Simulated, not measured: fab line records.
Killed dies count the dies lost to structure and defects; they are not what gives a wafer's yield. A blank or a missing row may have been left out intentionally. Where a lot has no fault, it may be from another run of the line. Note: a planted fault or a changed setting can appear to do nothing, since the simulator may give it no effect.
A struck lot beside a sound one + flow n5 finfet + 26 out of 1938 route steps
Sound: wafers L694.1, L694.2, L694.6. Wafers struck: L705.1, L705.3, L705.4. The cause comes at the end.
Per side, at each step with rows, come the tool, then ch with its chambers, and then its first start. Under that, the readings that differ: sound wafers + struck wafers + difference of the means + sigmas: that difference in standard deviations of wafers without a fault.
alike: same words and numbers on both sides, and readings whose means sit less than 2 such deviations apart. not compared: any withheld reading, any reading some wafer has no value for, any bound like >300 that may hide the same value, and any number with overlapping values for which the record gives no deviation.
A row with sigmas, a row that says differs or no value, or rows on one side alone: a step with any of these is where the two part. Numbers that don't overlap but have no deviation are shown without sigmas and don't part them. A reading missing from all wafers of one side parts the sides only when that side holds two or more wafers.

N5_BEOL_M14_SPUTTER_45: material Cu, target thk 100 nm, time 16.67 s.
  sound on pvd sputter-01, day 12 02:20; struck on pvd sputter-02, day 14 16:51
  alike: cathode dc power W, throttle valve pct
then, 1 step without rows for these wafers: N5_BEOL_M14_ECD_47 (material Cu, target thk 1248 nm).
N5_BEOL_M14_ANNEAL_48: time 90 s.
  sound on rtp anneal-02 ch 0, day 12 02:46; struck on rtp anneal-02 ch 0, day 14 17:09
  alike: anneal temp c, anneal temp c max, wafer_temp_C_max
N5_BEOL_M14_CMP_49: polishes, stops on SiO2, t overpolish 5.2 s, target thk 560 nm.
  sound on cmp-01 ch 0,2,3, day 12 03:23; struck on cmp-01 ch 0,1,3, day 14 17:27
| reading              | sound             | struck            | difference | sigmas |
|----------------------|-------------------|-------------------|------------|--------|
| overpolish run s (s) | 5.208 5.213 5.218 | 5.191 5.202 5.191 | -0.018     | -2     |
  alike: barrier field endpoint s, motor current A, time to endpoint s
N5_BEOL_M14_THK_MEAS_50: measures by xrf.
  sound on film metro-01, day 12 03:38; struck on film metro-02, day 14 17:44
  alike: M14_THK
then, 1 step without rows for these wafers: N5_BEOL_M14_PRE_CLEAN_52 (time 15 s).
N5_BEOL_M14_DEP_53: deposits SiCN from 3MS/NH3, target thk 50 nm, time 17.8 s.
  sound on pecvd-03 ch 0,1,2, day 12 03:42; struck on pecvd-03 ch 0,1,2, day 14 17:49
  alike: showerhead plenum p Torr, showerhead vpp V, throttle valve pct
N5_BEOL_M14_RS_MEAS_54: uses a four-point probe to measure.
  sound on film metro-01, day 12 03:46; struck on film metro-02, day 14 17:52
  alike: M14_RS
N5_BEOL_M14_INSPECT_55: inspects for defects (darkfield).
  sound on defect inspect-02, day 12 03:47; struck on defect inspect-01, day 14 17:54
  alike: raw defect count
N5_BEOL_M15_ILD_DEP_00: deposits SiO2 from TEOS/O2, target thk 1629.3 nm, time 346.1 s.
  sound on pecvd-04 ch 0,1,2, day 12 03:50; struck on pecvd-02 ch 0,1, day 14 17:56
  alike: heater power w, showerhead plenum p Torr, showerhead vpp V, throttle valve pct
N5_BEOL_M15_THK_MEAS_01:
  sound on film metro-01, day 12 04:05; struck on film metro-02, day 14 18:11
  alike: M15_ILD_THK
then, 1 step without rows for these wafers: N5_BEOL_M15_COAT_58 (time 60 s, resist thk 89 nm).
N5_BEOL_M15_COAT_04: resist thk 800 nm.
  sound on litho track-01 ch 0, day 12 04:07; struck on litho track-05 ch 0, day 14 18:13
| reading                                    | sound                | struck               | difference | sigmas      |
|--------------------------------------------|----------------------|----------------------|------------|-------------|
| spin speed rpm (rpm)                       | 1704.2 1703.1 1702.7 | 2486.1 2483.8 2484.4 | +781.4     | +99 or more |
| model.coat_of_BEOL_M15_COAT_04.thk nm (nm) | 797 796.6 795.6      | 661.4 662.4 661.4    | -134.7     |             |
  alike: exhaust pa
then, 6 steps without rows for these wafers: N5_BEOL_M15_EBR_06; N5_BEOL_M15_SOFTBAKE_05 (time 60 s); N5_BEOL_M15_EXPOSE_07 (exposes mask V14); N5_BEOL_M15_PEB_08 (peb time 90 s); N5_BEOL_M15_DEVELOP_09 (develop time 45 s); N5_BEOL_M15_HARDBAKE_14 (time 120 s).
N5_BEOL_M15_CD_MEAS_10 targets a cd of 360 nm.
  sound on cd sem-03 ch 0, day 12 04:23; struck on cd sem-02 ch 0, day 14 18:29
| reading    | sound             | struck            | difference | sigmas |
|------------|-------------------|-------------------|------------|--------|
| cd nm (nm) | 361.8 361.5 361.4 | 369.3 368.9 369.4 | +7.6       | +4     |
N5_BEOL_M15_OVL_MEAS_11:
  sound on overlay-02 ch 0, day 12 04:25; struck on overlay-01 ch 0, day 14 18:31
| reading      | sound    | struck   | difference | sigmas |
|--------------|----------|----------|------------|--------|
| V14_OVL (nm) | -2 -4 -6 | 10 12 12 | +15        | +2     |
N5_BEOL_M15_INSPECT_12: inspects for defects (macro).
  sound on defect inspect-02, day 12 04:26; struck on defect inspect-02, day 14 18:32
  alike: raw defect count
then, 2 steps without rows for these wafers: N5_BEOL_M15_DESCUM_15 (chemistry O2, time 7.9 s); N5_BEOL_M15_ETCH_59 (etches BARC in N2/H2, target depth 89 nm, overetch 26.7 nm, time 67.9 s).
N5_BEOL_M15_VIA_ETCH_16: etches SiO2 in C4F8/O2/Ar, target depth 1792.2 nm.
  sound on rie diel-06 ch 0,2,3, day 12 04:34; struck on rie diel-02 ch 0,1,2, day 14 18:40
| reading                                    | sound             | struck            | difference | sigmas |
|--------------------------------------------|-------------------|-------------------|------------|--------|
| model.coat_of_BEOL_M15_COAT_04.thk nm (nm) | 325.2 327.8 328.8 | 192.2 191.4 189.4 | -136.3     |        |
  alike: bias w, drypump motor current A, he outer torr, oes product au, rf vpp V, showerhead plenum p Torr, throttle valve pct
then, 1 step without rows for these wafers: N5_BEOL_M15_STRIP_63 (strips in O2).

## WHERE THEY PART
First at N5_BEOL_M14_CMP_49; last, within this record, at N5_BEOL_M15_OVL_MEAS_11. Later steps at which nothing parts them and some readings are alike: N5_BEOL_M15_INSPECT_12, N5_BEOL_M15_VIA_ETCH_16.

WHY: what had been put in by the simulator
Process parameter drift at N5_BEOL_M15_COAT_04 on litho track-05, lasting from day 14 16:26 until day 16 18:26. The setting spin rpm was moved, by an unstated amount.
